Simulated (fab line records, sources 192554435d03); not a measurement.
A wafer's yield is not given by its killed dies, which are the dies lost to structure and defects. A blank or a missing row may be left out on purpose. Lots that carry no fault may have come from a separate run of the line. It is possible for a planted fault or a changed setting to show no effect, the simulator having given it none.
Chamber matching :: flow n5-finfet :: N5_BEOL_M7_ALD_77 on ald-metal-04: 4 sister chambers
The step deposits TaN, target thk 2 nm, pulse time 2 s, purge time 3 s. 8 wafers are shown with their chamber, then 11 later ones without.

WAFERS PAIRED WITH THEIR CHAMBERS
wafer: L083.2
chamber: 1
heater-power-w (W): 493
precursor-vessel-pressure-torr (Torr): 26.19

wafer: L083.6
chamber: 2
heater-power-w (W): 418
precursor-vessel-pressure-torr (Torr): 26.21

wafer: L084.3
chamber: 1
heater-power-w (W): 501
precursor-vessel-pressure-torr (Torr): 26.28

wafer: L084.5
chamber: 3
heater-power-w (W): 432
precursor-vessel-pressure-torr (Torr): 26.26

wafer: L086.1
chamber: 0
heater-power-w (W): 421
precursor-vessel-pressure-torr (Torr): 26.22

wafer: L086.3
chamber: 3
heater-power-w (W): 440
precursor-vessel-pressure-torr (Torr): 26.28

wafer: L086.4
chamber: 2
heater-power-w (W): 427
precursor-vessel-pressure-torr (Torr): 26.22

wafer: L085.1
chamber: 0
heater-power-w (W): 413
precursor-vessel-pressure-torr (Torr): 26.23

WAFERS MISSING THEIR CHAMBER
wafer: L085.2
heater-power-w (W): 448
precursor-vessel-pressure-torr (Torr): 26.20

wafer: L085.5
heater-power-w (W): 511
precursor-vessel-pressure-torr (Torr): 26.28

wafer: L090.1
heater-power-w (W): 444
precursor-vessel-pressure-torr (Torr): 26.19

wafer: L090.2
heater-power-w (W): 422
precursor-vessel-pressure-torr (Torr): 26.24

wafer: L090.3
heater-power-w (W): 494
precursor-vessel-pressure-torr (Torr): 26.36

wafer: L097.2
heater-power-w (W): 415
precursor-vessel-pressure-torr (Torr): 26.23

wafer: L097.3
heater-power-w (W): 418
precursor-vessel-pressure-torr (Torr): 26.15

wafer: L097.6
heater-power-w (W): 433
precursor-vessel-pressure-torr (Torr): 26.20

wafer: L096.2
heater-power-w (W): 495
precursor-vessel-pressure-torr (Torr): 26.24

wafer: L096.4
heater-power-w (W): 419
precursor-vessel-pressure-torr (Torr): 26.24

wafer: L096.6
heater-power-w (W): 499
precursor-vessel-pressure-torr (Torr): 26.29

WHICH CHAMBER EACH WENT THROUGH
wafer: L085.2
from the rows above: can't be placed: 3 or 2
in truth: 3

wafer: L085.5
from the rows above: 1
in truth: 1

wafer: L090.1
from the rows above: can't be placed: 3 or 2 or 0
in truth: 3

wafer: L090.2
from the rows above: can't be placed: 2 or 0 or 3
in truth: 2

wafer: L090.3
from the rows above: 1
in truth: 1

wafer: L097.2
from the rows above: can't be placed: 0 or 2
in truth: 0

wafer: L097.3
from the rows above: can't be placed: 2 or 0
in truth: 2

wafer: L097.6
from the rows above: can't be placed: 2 or 3 or 0
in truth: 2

wafer: L096.2
from the rows above: 1
in truth: 1

wafer: L096.4
from the rows above: can't be placed: 0 or 2
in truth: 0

wafer: L096.6
from the rows above: 1
in truth: 1
4 of 11 placed correctly. Unplaceable from these rows: 7, with the true chamber sitting among the candidates in 7. 0 placed wrongly.
How it was worked out, from the rows above alone: a wafer's distance from a chamber is the root of the sum, over the readings, of the square of ((its reading less the chamber's mean) divided by the reading's scatter). The wafer belongs to the nearest chamber; if the next one is less than 2 further off, it can't be placed. The mean given for a chamber averages the wafers shown for that chamber. The scatter: take each reading less its chamber's mean, square it, sum over the shown wafers, divide by the number of wafers less the number of chambers, and take the root.
